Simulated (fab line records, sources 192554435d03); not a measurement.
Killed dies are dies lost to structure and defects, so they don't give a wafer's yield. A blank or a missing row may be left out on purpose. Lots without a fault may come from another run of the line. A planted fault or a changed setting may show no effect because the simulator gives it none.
Which tool did it? | flow n5_finfet | 23 lots, 69 wafers sampled, at 4 steps of a route of 1938

WHAT THE GAUGES READ, wafer by wafer
N5_BEOL_M10_CD_MEAS_11: target cd 64.1 nm.
lot  | measured     | on        | cd_nm (nm)
L074 | day 10 19:01 | cd_sem-02 | 63.4 63.4 62.6
L075 | day 10 22:01 | cd_sem-01 | 63.7 64.2 64.8
L076 | day 11 13:32 | cd_sem-02 | 64.2 64.3 64.2
L077 | day 11 13:43 | cd_sem-03 | 64.2 63.8 63.4
L078 | day 11 17:18 | cd_sem-01 | 63.8 64.0 64.1
L082 | day 12 13:38 | cd_sem-03 | 63.8 63.5 64.3
L080 | day 12 17:00 | cd_sem-01 | 63.4 64.6 63.8
L079 | day 12 17:19 | cd_sem-03 | 64.5 64.7 65.2
L084 | day 12 20:19 | cd_sem-02 | 63.8 63.1 64.7
L083 | day 13 05:31 | cd_sem-03 | 63.4 62.9 64.0
L086 | day 13 08:25 | cd_sem-03 | 62.6 62.8 62.3
L085 | day 13 13:18 | cd_sem-01 | 63.7 64.0 63.8
L090 | day 13 22:03 | cd_sem-02 | 64.4 63.5 64.3
L087 | day 14 04:47 | cd_sem-03 | 64.4 64.6 63.6
L088 | day 14 08:35 | cd_sem-02 | 64.9 64.5 64.1
L089 | day 14 13:46 | cd_sem-03 | 64.8 64.1 64.2
L092 | day 15 01:59 | cd_sem-03 | 64.0 64.2 64.5
L091 | day 15 02:01 | cd_sem-01 | 64.0 64.2 64.6
L093 | day 15 04:43 | cd_sem-02 | 63.4 63.7 64.4
L094 | day 15 17:25 | cd_sem-01 | 63.5 64.2 64.6
L095 | day 16 06:25 | cd_sem-02 | 63.4 64.3 64.8
L097 | day 16 08:29 | cd_sem-02 | 63.4 63.8 63.4
L096 | day 16 09:10 | cd_sem-02 | 63.5 64.1 63.0

N5_BEOL_M11_CD_MEAS_18: pitch 140 nm, target cd 70 nm.
lot  | measured     | on        | cd_nm (nm)
L074 | day 11 06:19 | cd_sem-02 | 68.5 69.2 68.1
L075 | day 11 06:35 | cd_sem-02 | 69.0 68.9 69.5
L076 | day 12 01:00 | cd_sem-01 | 69.9 71.3 71.4
L077 | day 12 00:52 | cd_sem-03 | 69.7 68.6 69.3
L078 | day 12 01:01 | cd_sem-02 | 70.3 71.3 70.5
L082 | day 12 21:14 | cd_sem-01 | 69.0 69.0 70.5
L080 | day 13 00:55 | cd_sem-03 | 68.8 69.6 69.2
L079 | day 13 00:38 | cd_sem-02 | 70.1 69.6 70.2
L084 | day 13 06:34 | cd_sem-01 | 69.8 71.0 69.7
L083 | day 13 13:32 | cd_sem-02 | 69.8 68.9 70.8
L086 | day 13 17:33 | cd_sem-03 | 69.5 69.6 69.1
L085 | day 13 22:29 | cd_sem-01 | 70.6 68.8 69.0
L090 | day 14 06:19 | cd_sem-03 | 70.2 69.7 70.9
L087 | day 14 14:06 | cd_sem-03 | 69.8 68.6 69.2
L088 | day 14 20:24 | cd_sem-02 | 70.2 69.5 70.3
L089 | day 14 23:58 | cd_sem-02 | 70.9 69.8 70.5
L092 | day 15 11:35 | cd_sem-02 | 69.8 71.0 70.6
L091 | day 15 14:49 | cd_sem-03 | 70.2 70.7 70.2
L093 | day 15 14:58 | cd_sem-01 | 70.2 70.2 69.7
L094 | day 16 02:32 | cd_sem-02 | 68.2 68.6 68.5
L095 | day 16 15:47 | cd_sem-03 | 69.8 70.4 70.1
L097 | day 16 18:34 | cd_sem-01 | 71.1 69.6 70.8
L096 | day 16 18:58 | cd_sem-03 | 68.6 69.5 68.7

WHICH TOOL RAN EACH LOT (tool, then ch and the chambers of the sampled wafers, then the start)
lot  | N5_BEOL_M11_ETCH_61                | N5_BEOL_M11_STRIP_19
L074 | rie_diel-03 ch 1,2,3, day 11 05:54 | rie_diel-03 ch 0,1,3, day 11 06:15
L075 | rie_diel-04 ch 0,1,3, day 11 06:09 | rie_diel-03 ch 1,2, day 11 06:31
L076 | rie_diel-03 ch 0,1,2, day 12 00:35 | rie_diel-06 ch 0,1,2, day 12 00:56
L077 | rie_diel-04 ch 0,2,3, day 12 00:20 | rie_diel-03 ch 2,3, day 12 00:48
L078 | rie_diel-04 ch 0,1,2, day 12 00:35 | rie_diel-03 ch 0,1,2, day 12 00:56
L082 | rie_diel-03 ch 0,1,3, day 12 20:49 | rie_diel-04 ch 2,3, day 12 21:10
L080 | rie_diel-03 ch 0,2,3, day 13 00:30 | rie_diel-04 ch 0,2,3, day 13 00:50
L079 | rie_diel-04 ch 0,1,3, day 13 00:13 | rie_diel-04 ch 0,2,3, day 13 00:34
L084 | rie_diel-03 ch 0,2,3, day 13 06:09 | rie_diel-03 ch 1,2, day 13 06:30
L083 | rie_diel-06 ch 0,1,2, day 13 13:08 | rie_diel-03 ch 0,1,3, day 13 13:28
L086 | rie_diel-04 ch 0,1,3, day 13 17:08 | rie_diel-03 ch 0,3, day 13 17:29
L085 | rie_diel-06 ch 0,3, day 13 22:04   | rie_diel-06 ch 0,2,3, day 13 22:25
L090 | rie_diel-04 ch 1,2, day 14 05:53   | rie_diel-03 ch 0,2, day 14 06:14
L087 | rie_diel-04 ch 1,3, day 14 13:41   | rie_diel-04 ch 0,1, day 14 14:02
L088 | rie_diel-04 ch 2,3, day 14 19:55   | rie_diel-04 ch 0,2,3, day 14 20:20
L089 | rie_diel-06 ch 1,2,3, day 14 23:33 | rie_diel-03 ch 1,2,3, day 14 23:54
L092 | rie_diel-06 ch 0,1,2, day 15 11:11 | rie_diel-03 ch 0,1,3, day 15 11:31
L091 | rie_diel-04 ch 0,3, day 15 14:17   | rie_diel-06 ch 0,1,2, day 15 14:44
L093 | rie_diel-04 ch 0,2,3, day 15 14:32 | rie_diel-03 ch 0,1, day 15 14:53
L094 | rie_diel-03 ch 2,3, day 16 01:58   | rie_diel-03 ch 0,2,3, day 16 02:28
L095 | rie_diel-04 ch 1,2, day 16 15:17   | rie_diel-06 ch 0,2, day 16 15:43
L097 | rie_diel-06 ch 0,1,2, day 16 18:08 | rie_diel-03 ch 0,2,3, day 16 18:30
L096 | rie_diel-03 ch 0,1,3, day 16 18:17 | rie_diel-06 ch 1,2, day 16 18:53
- N5_BEOL_M11_ETCH_61: etches SiARC in CF4, target depth 39 nm, time 65 s.
- N5_BEOL_M11_STRIP_19: strips in O2.

WHAT THE TOOLS THEMSELVES READ (means of the sampled wafers that have a number; where no wafer has one, the mark that the record gives instead)
N5_BEOL_M11_ETCH_61.
lot  | tool        | drypump_motor_current_A (A) | etch_rf_on_time_s (s) | oes_product_au (a.u.) | rf_vpp_V (V) | showerhead_plenum_p_Torr (Torr) | throttle_valve_pct (%)
L074 | rie_diel-03 | 5.9                         | 66.2                  | 0.68                  | 184.3        | 2.16                            | 15.48
L075 | rie_diel-04 | 5.9                         | 67.6                  | 0.64                  | 185.1        | 2.19                            | 15.61
L076 | rie_diel-03 | 5.9                         | 65.5                  | 0.69                  | 184.5        | 2.16                            | 15.62
L077 | rie_diel-04 | 6.0                         | 64.7                  | 0.71                  | 184.4        | 2.18                            | 15.55
L078 | rie_diel-04 | 6.3                         | 66.4                  | 0.71                  | 185.6        | 2.19                            | 15.46
L082 | rie_diel-03 | 6.1                         | 67.6                  | 0.70                  | 184.2        | 2.19                            | 15.51
L080 | rie_diel-03 | 6.1                         | 65.1                  | 0.74                  | 184.0        | 2.15                            | 15.39
L079 | rie_diel-04 | 5.9                         | 66.1                  | 0.64                  | 184.6        | 2.19                            | 15.63
L084 | rie_diel-03 | 6.1                         | 64.1                  | 0.75                  | 184.3        | 2.15                            | 15.38
L083 | rie_diel-06 | 5.4                         | 65.8                  | 0.62                  | 184.6        | 2.11                            | 15.82
L086 | rie_diel-04 | 5.9                         | 67.1                  | 0.63                  | 184.6        | 2.19                            | 15.64
L085 | rie_diel-06 | 5.8                         | 66.8                  | 0.58                  | 183.2        | 2.05                            | 16.04
L090 | rie_diel-04 | 6.4                         | 65.1                  | 0.73                  | 183.8        | 2.19                            | 15.55
L087 | rie_diel-04 | 5.6                         | 67.3                  | 0.60                  | 185.9        | 2.20                            | 15.89
L088 | rie_diel-04 | 5.7                         | 65.7                  | 0.66                  | 184.7        | 2.18                            | 15.83
L089 | rie_diel-06 | 5.6                         | 66.8                  | 0.61                  | 183.5        | 2.07                            | 15.79
L092 | rie_diel-06 | 5.4                         | 65.9                  | 0.61                  | 184.3        | 2.10                            | 15.84
L091 | rie_diel-04 | 5.6                         | 66.0                  | 0.63                  | 184.7        | 2.18                            | 15.77
L093 | rie_diel-04 | 5.9                         | 65.1                  | 0.69                  | 184.3        | 2.17                            | 15.60
L094 | rie_diel-03 | 5.9                         | 65.4                  | 0.68                  | 183.0        | 2.11                            | 15.43
L095 | rie_diel-04 | 6.4                         | 64.9                  | 0.70                  | 183.8        | 2.18                            | 15.58
L097 | rie_diel-06 | 5.4                         | 65.9                  | 0.60                  | 183.3        | 2.10                            | 15.86
L096 | rie_diel-03 | 6.1                         | 66.7                  | 0.75                  | 184.9        | 2.18                            | 15.40

N5_BEOL_M11_STRIP_19.
lot  | tool        | drypump_motor_current_A (A) | oes_product_au (a.u.) | rf_vpp_V (V) | showerhead_plenum_p_Torr (Torr) | throttle_valve_pct (%)
L074 | rie_diel-03 | 6.1                         | 0.87                  | 3.3          | 2.15                            | 16.58
L075 | rie_diel-03 | 5.7                         | 0.75                  | 3.8          | 2.08                            | 16.64
L076 | rie_diel-06 | 5.4                         | 0.73                  | 3.4          | 2.07                            | 16.87
L077 | rie_diel-03 | 5.9                         | 0.84                  | 3.4          | 2.07                            | 16.48
L078 | rie_diel-03 | 5.9                         | 0.82                  | 3.3          | 2.11                            | 16.68
L082 | rie_diel-04 | 5.7                         | 0.80                  | 3.7          | 2.15                            | 16.89
L080 | rie_diel-04 | 6.0                         | 0.84                  | 3.3          | 2.14                            | 16.64
L079 | rie_diel-04 | 5.9                         | 0.83                  | 3.8          | 2.14                            | 16.63
L084 | rie_diel-03 | 5.7                         | 0.71                  | 3.3          | 2.11                            | 16.74
L083 | rie_diel-03 | 6.1                         | 0.83                  | 3.5          | 2.15                            | 16.60
L086 | rie_diel-03 | 6.2                         | 0.93                  | 2.9          | 2.15                            | 16.58
L085 | rie_diel-06 | 5.6                         | 0.70                  | 3.7          | 2.02                            | 16.95
L090 | rie_diel-03 | 5.9                         | 0.83                  | 3.5          | 2.08                            | 16.64
L087 | rie_diel-04 | 6.3                         | 0.75                  | 3.2          | 2.15                            | 16.59
L088 | rie_diel-04 | 6.0                         | 0.81                  | 3.7          | 2.14                            | 16.66
L089 | rie_diel-03 | 5.9                         | 0.77                  | 3.9          | 2.11                            | 16.58
L092 | rie_diel-03 | 6.1                         | 0.80                  | 3.0          | 2.14                            | 16.64
L091 | rie_diel-06 | 5.4                         | 0.71                  | 4.1          | 2.06                            | 16.92
L093 | rie_diel-03 | 5.9                         | 0.75                  | 3.7          | 2.14                            | 16.80
L094 | rie_diel-03 | 6.1                         | 0.84                  | 3.8          | 2.10                            | 16.56
L095 | rie_diel-06 | 5.4                         | 0.68                  | 3.9          | 2.04                            | 17.04
L097 | rie_diel-03 | 6.1                         | 0.83                  | 3.7          | 2.10                            | 16.57
L096 | rie_diel-06 | 5.4                         | 0.73                  | 3.1          | 2.04                            | 16.77

THE ANSWER, worked out from the rows above alone
Rule: what is usual is taken from the lots themselves. Put in order of their means at a reading, lots are off if they are a third of the lots or fewer, leave a main group of 4 or more, and stand apart from it by a gap of 3 or more times the standard deviation of the main group's means; of several such gaps the widest counts. A main group whose means are all the same, to the digits that the tables above print for the reading, isn't used. A lot without any number at a reading at which 4 lots or more have one is off too. The other lots that the step has rows for count as sound. The gauges are gone through in route order, then the tools' own readings, and for those a lot's mean is taken as printed above. The first step at which some lot is off is used, and at that step the reading that is off furthest; a lot without a number counts as furthest.
No lot is off at any reading shown: from this, nothing can be told.

WHAT THE SIMULATOR HAD PUT IN
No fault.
